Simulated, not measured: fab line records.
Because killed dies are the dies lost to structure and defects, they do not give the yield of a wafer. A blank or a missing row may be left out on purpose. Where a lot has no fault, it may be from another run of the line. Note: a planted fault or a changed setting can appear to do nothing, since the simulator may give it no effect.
fab line records	flow n5Finfet
[record] lots = 24	wafers = 72	lastDay = 18
route steps=1938 shown BEOL_M2@866
lots that met no fault: from a run of the same line without faults
startH: hours from the record's first day to the start of the lot's first wafer shown	waitH: how many hours have passed since the lot's step before this one	" same as the row above	L1.1+2: a single row standing in for several wafers	- no value, or no start was given	* or withheld: withheld	< > ~ a bound
route shown NAME@n: a module of which the file shows steps, and the number in the route of the first	usual: average and standard deviation across the fault-free wafers	same: alike in all rows	chamber/n: place in a boat	sites: per-site readings	_std_site: the values' standard deviation	_edge_site: inner sites' mean taken away from outer sites' mean	radiusMm: how far each site lies from the wafer's centre	mask NAME#n: copy n	behind: the most recent tool/chamber to have shaped the wafer	hold: why the lot went on hold/how many hours it stayed there/how the hold came to an end	device: the n, p or np transistor that did not switch	end of line: at the end of the route, the tests of the same wafers	where a step has no rows: the recipe by itself	killed: at the first sort, the dies lost to defects and structure; wafer yield is something else	map: the dies of a wafer, with x for killed, . for not killed, _ for no die there
set.NAME: the run value of the setting; set.NAME@STEP: its run value at that earlier step	model.NAME: the simulator's own value behind a step, which no gauge read
the route's steps for a sample of lots (tables are steps, rows are wafers)
services: the hour from which a tool's chamber was out of use, counted from the record's first day as startH (under 0 if before that day), plus the number of hours and why
[[steps]]
[step N5_BEOL_M2_CD_MEAS_18]
[recipe] pitchNm = 36	targetCdNm = 18
[usual] cdNm = 18.1/0.31
lot.wafer	tool	chamber	startH	waitH	cdNm
L074.2	cdSem-02	-	131.40	0.1	18.4
L074.3	"	-	"	"	18.2
L074.4	"	-	"	"	18.3
L075.2	cdSem-03	-	140.28	0.1	17.4
L075.3	"	-	"	"	18.0
L075.6	"	-	"	"	17.7
L076.1	cdSem-02	-	152.34	0.1	18.8
L076.2	"	-	"	"	18.6
L076.4	"	-	"	"	18.3
L077.2	cdSem-01	-	158.52	0.1	18.0
L077.3	"	-	"	"	17.6
L077.5	"	-	"	"	18.2
L078.2	cdSem-02	-	158.54	0.1	17.7
L078.5	"	-	"	"	17.9
L078.6	"	-	"	"	18.0
L079.4	cdSem-02	-	165.48	0.1	18.1
L079.5	"	-	"	"	18.8
L079.6	"	-	"	"	18.0
L080.3	cdSem-02	-	168.66	0.1	17.9
L080.4	"	-	"	"	18.3
L080.6	"	-	"	"	18.3
L082.1	cdSem-01	-	178.27	0.0	18.2
L082.2	"	-	"	"	17.9
L082.3	"	-	"	"	18.1
L081.3	cdSem-03	-	179.65	0.1	18.1
L081.4	"	-	"	"	18.0
L081.5	"	-	"	"	17.9
L083.3	cdSem-03	-	183.65	0.1	17.9
L083.4	"	-	"	"	18.6
L083.6	"	-	"	"	18.3
L084.2	cdSem-01	-	186.35	0.1	18.1
L084.3	"	-	"	"	18.5
L084.5	"	-	"	"	18.0
L085.1	cdSem-03	-	195.71	0.0	17.9
L085.3	"	-	"	"	17.9
L085.6	"	-	"	"	18.3
L087.2	cdSem-02	-	219.28	0.1	18.2
L087.3	"	-	"	"	18.3
L087.4	"	-	"	"	17.9
L086.1	cdSem-03	-	220.26	0.0	18.7
L086.2	"	-	"	"	18.7
L086.5	"	-	"	"	18.3
L088.2	cdSem-02	-	228.25	0.1	17.9
L088.3	"	-	"	"	18.0
L088.4	"	-	"	"	17.7
L090.1	cdSem-02	-	228.46	0.0	17.8
L090.3	"	-	"	"	18.4
L090.6	"	-	"	"	17.7
L089.1	cdSem-02	-	232.10	0.0	18.0
L089.4	"	-	"	"	18.0
L089.6	"	-	"	"	17.6
L091.1	cdSem-02	-	238.62	0.0	18.4
L091.3	"	-	"	"	18.1
L091.4	"	-	"	"	17.9
L092.3	cdSem-03	-	239.94	0.1	18.2
L092.4	"	-	"	"	17.6
L092.6	"	-	"	"	17.9
L093.1	cdSem-02	-	244.80	0.0	18.6
L093.3	"	-	"	"	18.0
L093.4	"	-	"	"	18.0
L094.4	cdSem-02	-	252.23	0.1	17.6
L094.5	"	-	"	"	17.4
L094.6	"	-	"	"	17.9
L095.1	cdSem-03	-	262.72	0.0	18.5
L095.3	"	-	"	"	17.7
L095.5	"	-	"	"	18.3
L096.1	cdSem-02	-	265.92	0.0	18.0
L096.3	"	-	"	"	17.9
L096.4	"	-	"	"	18.5
L097.3	cdSem-01	-	272.10	0.1	18.1
L097.4	"	-	"	"	18.3
L097.5	"	-	"	"	18.5
[step N5_BEOL_M2_TRENCH_ETCH_37]
[recipe] chemistry = C4F6/O2	targetDepthA = 555.55	target = SiOC	timeS = 29.2	ionEnergyEv = 250	pressureMtorr = 30	sourceW = 355	biasW = 185	Ar_flow_sccm = 300	C4F6_flow_sccm = 10	O2_flow_sccm = 10
[usual] drypumpMotorCurrentA = 5.9/0.57	oes_ar_750_au = 0.81/0.088	oesProductAu = 0.81/0.091	rfVppV = 663/5.7	showerheadPlenumPTorr = 2.86/0.095	throttleValvePct = 20.93/0.19
lot.wafer	tool	chamber	startH	waitH	drypumpMotorCurrentA	oes_ar_750_au	oesProductAu	rfHoursCounterH	rfVppV	showerheadPlenumPTorr	throttleValvePct
L074.2	rieDiel-05	0	-	-	6.6	0.83	0.83	84	671	3.00	20.81
L074.3	"	1	"	"	6.8	0.71	0.71	188	653	2.72	20.90
L074.4	"	2	"	"	5.7	0.91	0.91	-	663	2.91	21.05
L075.2	rieDiel-01	3	-	-	5.4	0.77	0.76	127	666	2.86	21.14
L075.3	"	2	"	"	6.8	0.77	0.75	146	658	2.86	20.93
L075.6	"	0	"	"	5.2	1.01	0.98	-	654	2.80	20.65
L076.1	rieDiel-02	1	-	-	5.5	0.73	0.73	174	666	2.73	20.89
L076.2	"	2	"	"	5.1	0.96	0.96	2	659	2.80	20.62
L076.4	"	3	"	"	5.7	0.73	0.74	170	665	2.95	20.94
L077.2	rieDiel-01	1	-	-	6.0	0.87	0.89	48	665	2.90	21.12
L077.3	"	3	"	"	5.4	0.76	0.76	133	667	2.85	21.15
L077.5	"	1	"	"	5.9	0.87	0.88	-	667	2.90	21.13
L078.2	rieDiel-05	3	-	-	6.0	0.99	1.00	3	672	3.02	20.85
L078.5	"	3	"	"	6.0	0.99	1.00	-	672	3.02	20.87
L078.6	"	0	"	"	6.5	0.81	0.81	-	671	3.00	20.80
L079.4	rieDiel-01	3	-	-	5.4	0.76	0.76	135	667	2.85	21.16
L079.5	"	1	"	"	6.0	0.87	0.87	-	666	2.90	21.13
L079.6	"	2	"	"	6.8	0.77	0.76	-	659	2.86	20.94
L080.3	rieDiel-01	1	-	-	6.0	0.88	0.88	50	666	2.90	21.15
L080.4	"	2	"	"	6.8	0.77	0.74	154	659	2.86	20.93
L080.6	"	3	"	"	5.5	0.76	0.76	-	666	2.85	21.15
L082.1	rieDiel-02	1	-	-	5.5	0.72	0.73	186	666	2.72	20.89
L082.2	"	2	"	"	5.1	0.90	0.91	14	658	2.80	20.66
L082.3	"	3	"	"	5.7	0.73	0.73	177	665	2.95	20.96
L081.3	rieDiel-01	3	-	-	5.4	0.75	0.74	141	666	2.85	21.17
L081.4	"	1	"	"	6.0	0.87	0.87	55	667	2.90	21.14
L081.5	"	2	"	"	6.8	0.76	0.75	-	659	2.86	20.95
L083.3	rieDiel-01	0	-	-	5.2	0.93	0.92	15	654	2.79	20.68
L083.4	"	1	"	"	6.0	0.87	0.88	55	666	2.90	21.14
L083.6	"	3	"	"	5.4	0.76	0.76	-	667	2.85	21.16
L084.2	rieDiel-05	1	-	-	6.8	0.70	0.70	212	653	2.71	20.93
L084.3	"	3	"	"	5.9	0.95	0.95	13	672	3.02	20.85
L084.5	"	0	"	"	6.6	0.80	0.81	-	671	2.99	20.83
L085.1	rieDiel-02	3	-	-	5.7	0.74	0.72	184	665	2.94	20.97
L085.3	"	1	"	"	5.4	0.73	0.72	194	667	2.72	20.92
L085.6	"	3	"	"	5.7	0.73	0.72	-	665	2.94	20.98
L087.2	rieDiel-05	0	-	-	6.6	0.80	0.79	117	670	2.99	20.85
L087.3	"	1	"	"	6.7	0.69	0.68	220	653	2.71	20.95
L087.4	"	3	"	"	5.9	0.93	0.93	23	672	3.01	20.89
L086.1	rieDiel-01	0	-	-	5.2	0.91	0.90	26	654	2.79	20.70
L086.2	"	3	"	"	5.4	0.75	0.75	154	666	2.85	21.18
L086.5	"	1	"	"	6.0	0.85	0.85	-	666	2.89	21.14
L088.2	rieDiel-01	3	-	-	5.4	0.75	0.73	159	666	2.84	21.19
L088.3	"	2	"	"	6.8	0.75	0.73	175	658	2.85	20.98
L088.4	"	0	"	"	5.2	0.89	0.88	30	654	2.79	20.72
L090.1	rieDiel-05	0	-	-	6.6	0.79	0.78	122	670	2.99	20.85
L090.3	"	2	"	"	5.7	0.85	0.84	53	665	2.89	21.11
L090.6	"	0	"	"	6.6	0.79	0.78	-	670	2.99	20.85
L089.1	rieDiel-02	2	-	-	5.1	0.87	0.87	31	659	2.79	20.67
L089.4	"	0	"	"	6.0	0.94	0.95	17	663	3.01	20.52
L089.6	"	0	"	"	6.0	0.94	0.94	-	665	3.01	20.52
L091.1	rieDiel-02	1	-	-	5.5	0.72	0.71	206	667	2.71	20.92
L091.3	"	2	"	"	5.1	0.87	0.87	32	658	2.79	20.67
L091.4	"	0	"	"	6.0	0.94	0.94	18	664	3.01	20.54
L093.1	rieDiel-01	1	-	-	6.0	0.85	0.84	74	667	2.89	21.17
L093.3	"	0	"	"	5.2	0.89	0.89	34	654	2.78	20.72
L093.4	"	2	"	"	6.8	0.75	0.74	179	658	2.85	20.97
L092.3	rieDiel-02	0	-	-	6.0	0.93	0.94	20	664	3.01	20.53
L092.4	"	3	"	"	5.7	0.72	0.71	197	664	2.94	20.99
L092.6	"	3	"	"	5.7	0.71	0.71	-	664	2.94	20.99
L094.4	rieDiel-05	2	-	-	5.7	0.84	0.84	61	665	2.89	21.11
L094.5	"	2	"	"	5.7	0.84	0.84	-	665	2.89	21.13
L094.6	"	1	"	"	6.8	0.68	0.67	-	653	2.70	20.96
L095.1	rieDiel-02	2	-	-	5.1	0.85	0.87	39	657	2.78	20.70
L095.3	"	3	"	"	5.7	0.71	0.71	204	664	2.94	21.00
L095.5	"	0	"	"	6.0	0.92	0.93	-	664	3.01	20.55
L096.1	rieDiel-01	1	-	-	6.0	0.83	0.82	85	665	2.88	21.19
L096.3	"	2	"	"	6.8	0.74	0.72	188	658	2.84	21.00
L096.4	"	3	"	"	5.4	0.73	0.72	171	666	2.84	21.21
L097.3	rieDiel-01	1	-	-	6.0	0.83	0.82	87	666	2.88	21.18
L097.4	"	0	"	"	5.2	0.86	0.87	46	652	2.78	20.74
L097.5	"	3	"	"	5.4	0.73	0.73	-	667	2.84	21.21
[step N5_BEOL_M2_CD_MEAS_35]
[recipe] targetCdNm = 18	targetCdYNm = 22.2	polarity = opening
[usual] cdNm = 18.06/0.29
lot.wafer	tool	chamber	startH	waitH	cdNm
L074.2	cdSem-02	-	133.40	0.0	18.07
L074.3	"	-	"	"	17.97
L074.4	"	-	"	"	17.84
L075.2	cdSem-01	-	145.23	0.0	17.86
L075.3	"	-	"	"	17.76
L075.6	"	-	"	"	17.44
L076.1	cdSem-03	-	157.67	0.0	18.59
L076.2	"	-	"	"	18.48
L076.4	"	-	"	"	18.52
L077.2	cdSem-03	-	163.49	0.0	17.80
L077.3	"	-	"	"	18.08
L077.5	"	-	"	"	18.20
L078.2	cdSem-02	-	163.59	0.0	17.66
L078.5	"	-	"	"	18.11
L078.6	"	-	"	"	18.27
L079.4	cdSem-02	-	168.02	0.0	18.00
L079.5	"	-	"	"	18.04
L079.6	"	-	"	"	18.20
L080.3	cdSem-02	-	171.09	0.0	18.26
L080.4	"	-	"	"	18.10
L080.6	"	-	"	"	17.94
L082.1	cdSem-03	-	181.16	0.0	18.03
L082.2	"	-	"	"	17.96
L082.3	"	-	"	"	18.14
L081.3	cdSem-01	-	185.16	0.0	17.67
L081.4	"	-	"	"	17.95
L081.5	"	-	"	"	17.97
L083.3	cdSem-01	-	185.52	0.0	17.68
L083.4	"	-	"	"	18.18
L083.6	"	-	"	"	18.07
L084.2	cdSem-03	-	191.80	0.0	18.64
L084.3	"	-	"	"	18.17
L084.5	"	-	"	"	18.27
L085.1	cdSem-01	-	202.99	0.0	17.77
L085.3	"	-	"	"	17.89
L085.6	"	-	"	"	18.18
L087.2	cdSem-03	-	221.17	0.0	18.37
L087.3	"	-	"	"	18.68
L087.4	"	-	"	"	18.24
L086.1	cdSem-03	-	221.88	0.0	17.93
L086.2	"	-	"	"	18.28
L086.5	"	-	"	"	18.48
L088.2	cdSem-03	-	234.61	0.0	17.67
L088.3	"	-	"	"	17.56
L088.4	"	-	"	"	17.38
L090.1	cdSem-01	-	234.62	0.0	17.69
L090.3	"	-	"	"	17.82
L090.6	"	-	"	"	18.20
L089.1	cdSem-03	-	238.30	0.0	18.12
L089.4	"	-	"	"	17.90
L089.6	"	-	"	"	18.28
L091.1	cdSem-01	-	240.76	0.0	18.14
L091.3	"	-	"	"	18.47
L091.4	"	-	"	"	17.91
L093.1	cdSem-02	-	247.25	0.0	18.26
L093.3	"	-	"	"	18.31
L093.4	"	-	"	"	18.07
L092.3	cdSem-03	-	250.34	0.0	18.01
L092.4	"	-	"	"	17.77
L092.6	"	-	"	"	17.85
L094.4	cdSem-03	-	257.21	0.0	17.39
L094.5	"	-	"	"	17.91
L094.6	"	-	"	"	17.58
L095.1	cdSem-02	-	268.01	0.0	18.15
L095.3	"	-	"	"	17.94
L095.5	"	-	"	"	18.11
L096.1	cdSem-03	-	270.72	0.0	17.83
L096.3	"	-	"	"	17.97
L096.4	"	-	"	"	18.52
L097.3	cdSem-01	-	277.11	0.0	17.79
L097.4	"	-	"	"	18.05
L097.5	"	-	"	"	18.06
[step N5_BEOL_M2_SPUTTER_48]
[recipe] material = Cu	targetThkA = 45	tempC = -20	chamberPressurePa = 0.07	powerW = withheld	timeS = 8.29
[usual] chuckSensorTempC = -15.7/0.39	throttleValvePct = 30.3/0.9
lot.wafer	tool	chamber	startH	waitH	chuckSensorTempC	throttleValvePct
L074.2	pvdSputter-02	-	134.59	0.2	-16.3	31.1
L074.3	"	-	"	"	-15.7	29.6
L074.4	"	-	"	"	-15.1	30.7
L075.2	pvdSputter-01	-	146.88	0.3	-15.4	30.1
L075.3	"	-	"	"	-15.9	28.7
L075.6	"	-	"	"	-15.5	30.3
L076.1	pvdSputter-02	-	158.62	0.1	-15.8	29.7
L076.2	"	-	"	"	-15.1	30.7
L076.4	"	-	"	"	-16.1	31.6
L077.2	pvdSputter-03	-	165.16	0.1	-15.6	29.2
L077.3	"	-	"	"	-15.9	31.4
L077.5	"	-	"	"	-15.5	28.9
L078.2	pvdSputter-02	-	165.44	0.1	-16.0	31.3
L078.5	"	-	"	"	-15.1	30.2
L078.6	"	-	"	"	-16.0	31.4
L079.4	pvdSputter-02	-	169.66	0.0	-15.2	30.0
L079.5	"	-	"	"	-15.1	30.3
L079.6	"	-	"	"	-15.8	29.6
L080.3	pvdSputter-02	-	171.96	0.1	-15.2	30.8
L080.4	"	-	"	"	-16.0	31.8
L080.6	"	-	"	"	-15.3	30.0
L082.1	pvdSputter-02	-	183.10	0.5	-16.0	31.2
L082.2	"	-	"	"	-14.9	30.7
L082.3	"	-	"	"	-15.7	29.5
L081.3	pvdSputter-03	-	186.09	0.1	-15.7	29.1
L081.4	"	-	"	"	-16.0	31.6
L081.5	"	-	"	"	-16.1	32.0
L083.3	pvdSputter-02	-	187.34	0.9	-15.9	29.6
L083.4	"	-	"	"	-15.1	30.1
L083.6	"	-	"	"	-15.4	30.1
L084.2	pvdSputter-02	-	192.69	0.1	-15.2	30.2
L084.3	"	-	"	"	-15.7	29.7
L084.5	"	-	"	"	-16.2	31.5
L085.1	pvdSputter-01	-	206.69	0.2	-15.5	30.4
L085.3	"	-	"	"	-15.3	30.6
L085.6	"	-	"	"	-15.8	29.0
L087.2	pvdSputter-01	-	222.68	0.2	-15.5	30.3
L087.3	"	-	"	"	-16.1	28.4
L087.4	"	-	"	"	-16.2	29.4
L086.1	pvdSputter-01	-	224.80	1.5	-15.4	30.1
L086.2	"	-	"	"	-15.2	30.9
L086.5	"	-	"	"	-16.0	28.9
L088.2	pvdSputter-03	-	235.98	0.1	-16.5	30.2
L088.3	"	-	"	"	-15.9	31.6
L088.4	"	-	"	"	-15.9	31.2
L090.1	pvdSputter-01	-	236.89	0.9	-16.0	29.6
L090.3	"	-	"	"	-15.2	30.7
L090.6	"	-	"	"	-16.1	29.5
L089.1	pvdSputter-01	-	239.25	0.1	-15.3	30.9
L089.4	"	-	"	"	-15.4	30.4
L089.6	"	-	"	"	-15.4	31.0
L091.1	pvdSputter-03	-	241.53	0.2	-16.4	30.4
L091.3	"	-	"	"	-16.0	31.3
L091.4	"	-	"	"	-15.6	28.9
L093.1	pvdSputter-03	-	250.14	0.1	-15.8	31.7
L093.3	"	-	"	"	-16.5	30.2
L093.4	"	-	"	"	-15.5	29.3
L092.3	pvdSputter-01	-	250.96	0.1	-15.5	30.7
L092.4	"	-	"	"	-16.0	28.8
L092.6	"	-	"	"	-15.5	30.1
L094.4	pvdSputter-02	-	258.57	0.1	-16.1	31.3
L094.5	"	-	"	"	-16.1	31.5
L094.6	"	-	"	"	-15.2	30.0
L095.1	pvdSputter-03	-	270.53	0.1	-16.3	30.1
L095.3	"	-	"	"	-15.5	29.1
L095.5	"	-	"	"	-15.7	29.0
L096.1	pvdSputter-02	-	273.98	0.1	-16.1	31.5
L096.3	"	-	"	"	-15.1	29.9
L096.4	"	-	"	"	-15.2	30.7
L097.3	pvdSputter-03	-	278.52	0.1	-16.1	31.6
L097.4	"	-	"	"	-16.4	30.6
L097.5	"	-	"	"	-15.4	29.2
[step N5_BEOL_M2_SPUTTER_92]
[recipe] material = Cu	targetThkA = 45	tempC = -20	chamberPressurePa = 0.07	powerW = withheld	timeS = 8.29
[usual] chuckSensorTempC = -15.7/0.38	throttleValvePct = 30.3/0.9
lot.wafer	tool	chamber	startH	waitH	chuckSensorTempC	throttleValvePct
L074.2	pvdSputter-02	-	135.91	0.1	-15.9	31.3
L074.3	"	-	"	"	-15.6	29.5
L074.4	"	-	"	"	-15.3	30.9
L075.2	pvdSputter-01	-	148.20	0.1	-15.6	30.3
L075.3	"	-	"	"	-16.0	28.2
L075.6	"	-	"	"	-15.5	30.2
L076.1	pvdSputter-02	-	159.94	0.1	-15.7	29.6
L076.2	"	-	"	"	-15.1	30.7
L076.4	"	-	"	"	-16.1	31.3
L077.2	pvdSputter-03	-	166.48	0.1	-15.5	29.1
L077.3	"	-	"	"	-15.9	31.2
L077.5	"	-	"	"	-15.6	29.2
L078.2	pvdSputter-02	-	166.76	0.1	-16.2	31.7
L078.5	"	-	"	"	-15.1	30.1
L078.6	"	-	"	"	-16.1	31.3
L079.4	pvdSputter-02	-	170.98	0.1	-15.4	30.0
L079.5	"	-	"	"	-15.3	30.2
L079.6	"	-	"	"	-15.6	29.4
L080.3	pvdSputter-02	-	173.28	0.1	-15.3	31.1
L080.4	"	-	"	"	-16.1	31.6
L080.6	"	-	"	"	-15.3	30.0
L082.1	pvdSputter-02	-	184.42	0.1	-16.2	31.5
L082.2	"	-	"	"	-15.0	30.8
L082.3	"	-	"	"	-15.8	29.4
L081.3	pvdSputter-03	-	187.41	0.1	-15.4	29.3
L081.4	"	-	"	"	-15.9	31.2
L081.5	"	-	"	"	-16.0	31.5
L083.3	pvdSputter-02	-	188.66	0.1	-15.6	29.7
L083.4	"	-	"	"	-15.2	30.4
L083.6	"	-	"	"	-15.3	30.1
L084.2	pvdSputter-02	-	194.01	0.1	-15.3	29.9
L084.3	"	-	"	"	-15.8	29.8
L084.5	"	-	"	"	-15.9	31.2
L085.1	pvdSputter-01	-	208.01	0.1	-15.5	30.1
L085.3	"	-	"	"	-15.3	30.9
L085.6	"	-	"	"	-15.9	28.7
L087.2	pvdSputter-01	-	224.17	0.1	-15.3	30.2
L087.3	"	-	"	"	-15.9	29.0
L087.4	"	-	"	"	-15.9	29.6
L086.1	pvdSputter-01	-	226.28	0.1	-15.5	30.4
L086.2	"	-	"	"	-15.4	30.8
L086.5	"	-	"	"	-16.0	28.8
L088.2	pvdSputter-03	-	237.30	0.1	-16.3	30.2
L088.3	"	-	"	"	-16.1	31.2
L088.4	"	-	"	"	-16.0	31.4
L090.1	pvdSputter-01	-	238.21	0.1	-16.0	29.8
L090.3	"	-	"	"	-15.2	30.7
L090.6	"	-	"	"	-16.0	29.6
L089.1	pvdSputter-01	-	240.57	0.1	-15.3	31.1
L089.4	"	-	"	"	-15.5	30.3
L089.6	"	-	"	"	-15.2	30.6
L091.1	pvdSputter-03	-	242.85	0.1	-16.4	29.8
L091.3	"	-	"	"	-16.0	31.2
L091.4	"	-	"	"	-15.6	29.1
L093.1	pvdSputter-03	-	251.46	0.1	-16.0	31.3
L093.3	"	-	"	"	-16.4	29.8
L093.4	"	-	"	"	-15.4	28.9
L092.3	pvdSputter-01	-	252.28	0.1	-15.2	30.8
L092.4	"	-	"	"	-15.9	28.4
L092.6	"	-	"	"	-15.4	30.3
L094.4	pvdSputter-02	-	259.89	0.1	-16.0	31.4
L094.5	"	-	"	"	-16.2	31.4
L094.6	"	-	"	"	-15.3	30.3
L095.1	pvdSputter-03	-	271.85	0.1	-16.4	30.2
L095.3	"	-	"	"	-15.7	29.1
L095.5	"	-	"	"	-15.6	29.0
L096.1	pvdSputter-02	-	275.30	0.1	-16.1	31.4
L096.3	"	-	"	"	-15.4	30.1
L096.4	"	-	"	"	-15.0	30.8
L097.3	pvdSputter-03	-	279.84	0.1	-15.8	31.6
L097.4	"	-	"	"	-16.5	30.2
L097.5	"	-	"	"	-15.4	29.1
[step N5_BEOL_M2_SPUTTER_94]
[recipe] material = Cu	targetThkA = 45	tempC = -20	chamberPressurePa = 0.07	powerW = withheld	timeS = 8.29
[usual] chuckSensorTempC = -15.7/0.38	throttleValvePct = 30.3/0.9
lot.wafer	tool	chamber	startH	waitH	chuckSensorTempC	throttleValvePct
L074.2	pvdSputter-02	-	136.13	0.1	-16.0	31.6
L074.3	"	-	"	"	-15.8	29.7
L074.4	"	-	"	"	-15.3	30.9
L075.2	pvdSputter-01	-	148.42	0.1	-15.3	30.3
L075.3	"	-	"	"	-15.9	28.7
L075.6	"	-	"	"	-15.4	30.2
L076.1	pvdSputter-02	-	160.16	0.1	-15.6	29.6
L076.2	"	-	"	"	-15.0	31.1
L076.4	"	-	"	"	-16.2	31.5
L077.2	pvdSputter-03	-	166.70	0.1	-15.5	28.9
L077.3	"	-	"	"	-16.0	31.4
L077.5	"	-	"	"	-15.5	29.1
L078.2	pvdSputter-02	-	166.98	0.1	-16.1	31.5
L078.5	"	-	"	"	-15.2	30.2
L078.6	"	-	"	"	-16.1	31.4
L079.4	pvdSputter-02	-	171.20	0.1	-15.4	30.1
L079.5	"	-	"	"	-15.1	30.0
L079.6	"	-	"	"	-15.7	29.6
L080.3	pvdSputter-02	-	173.50	0.1	-15.2	31.0
L080.4	"	-	"	"	-16.1	31.6
L080.6	"	-	"	"	-15.3	30.2
L082.1	pvdSputter-02	-	184.64	0.1	-16.1	31.4
L082.2	"	-	"	"	-15.0	30.8
L082.3	"	-	"	"	-15.7	29.5
L081.3	pvdSputter-03	-	188.31	0.1	-15.6	29.1
L081.4	"	-	"	"	-15.9	31.2
L081.5	"	-	"	"	-16.0	31.4
L083.3	pvdSputter-02	-	188.88	0.1	-15.8	29.5
L083.4	"	-	"	"	-15.4	30.1
L083.6	"	-	"	"	-15.3	30.1
L084.2	pvdSputter-02	-	194.23	0.1	-15.1	30.2
L084.3	"	-	"	"	-15.6	29.6
L084.5	"	-	"	"	-16.1	31.6
L085.1	pvdSputter-01	-	208.23	0.1	-15.7	30.1
L085.3	"	-	"	"	-15.5	30.7
L085.6	"	-	"	"	-15.9	28.5
L087.2	pvdSputter-01	-	224.41	0.1	-15.5	30.2
L087.3	"	-	"	"	-15.9	28.8
L087.4	"	-	"	"	-16.0	29.7
L086.1	pvdSputter-01	-	226.53	0.1	-15.5	30.2
L086.2	"	-	"	"	-15.3	30.7
L086.5	"	-	"	"	-15.9	28.6
L088.2	pvdSputter-03	-	237.52	0.1	-16.2	30.3
L088.3	"	-	"	"	-16.1	31.4
L088.4	"	-	"	"	-16.0	31.1
L090.1	pvdSputter-01	-	238.43	0.1	-16.0	29.5
L090.3	"	-	"	"	-15.4	30.9
L090.6	"	-	"	"	-16.0	29.6
L089.1	pvdSputter-01	-	240.79	0.1	-15.4	30.8
L089.4	"	-	"	"	-15.3	30.2
L089.6	"	-	"	"	-15.4	30.7
L091.1	pvdSputter-03	-	243.07	0.1	-16.1	30.2
L091.3	"	-	"	"	-15.9	31.4
L091.4	"	-	"	"	-15.7	29.1
L093.1	pvdSputter-03	-	251.68	0.1	-16.0	31.3
L093.3	"	-	"	"	-16.5	30.0
L093.4	"	-	"	"	-15.6	29.1
L092.3	pvdSputter-01	-	252.50	0.1	-15.4	30.6
L092.4	"	-	"	"	-16.0	28.7
L092.6	"	-	"	"	-15.4	30.2
L094.4	pvdSputter-02	-	260.11	0.1	-16.1	31.4
L094.5	"	-	"	"	-16.1	31.3
L094.6	"	-	"	"	-15.3	29.9
L095.1	pvdSputter-03	-	272.07	0.1	-16.3	30.0
L095.3	"	-	"	"	-15.6	29.2
L095.5	"	-	"	"	-15.5	28.9
L096.1	pvdSputter-02	-	275.52	0.1	-16.1	31.4
L096.3	"	-	"	"	-15.4	29.9
L096.4	"	-	"	"	-15.2	30.9
L097.3	pvdSputter-03	-	280.06	0.1	-15.9	31.3
L097.4	"	-	"	"	-16.3	30.2
L097.5	"	-	"	"	-15.6	29.0
[[services]]
tool	chamber	startH	hours	kind
rieDiel-01	0	112.90	5.7	repair
rieDiel-01	0	126.26	-	clean
rieDiel-01	0	126.26	-	consumableReplace:focusRing
rieDiel-01	0	126.26	17.8	scheduledDown
rieDiel-01	0	126.26	17.8	ventCycle
rieDiel-02	2	127.18	-	clean
rieDiel-02	2	127.18	-	consumableReplace:focusRing
rieDiel-02	2	127.18	24.2	scheduledDown
rieDiel-02	2	127.18	24.2	ventCycle
rieDiel-05	3	129.72	-	clean
rieDiel-05	3	129.72	-	consumableReplace:focusRing
rieDiel-05	2	143.71	5.1	repair
rieDiel-02	0	158.33	3.4	repair
rieDiel-02	3	159.94	8.9	repair
rieDiel-02	0	168.83	-	clean
rieDiel-02	0	168.83	-	consumableReplace:focusRing
rieDiel-02	0	168.83	-	consumableReplace:showerhead
rieDiel-02	0	168.83	17.6	scheduledDown
rieDiel-02	0	168.83	17.6	ventCycle
rieDiel-05	-	187.38	0.9	repair
rieDiel-01	2	196.04	7.1	repair
rieDiel-01	1	201.64	6.7	repair
rieDiel-01	-	241.09	2.8	pm
rieDiel-02	2	258.74	4.7	repair
[[key]]
fault none
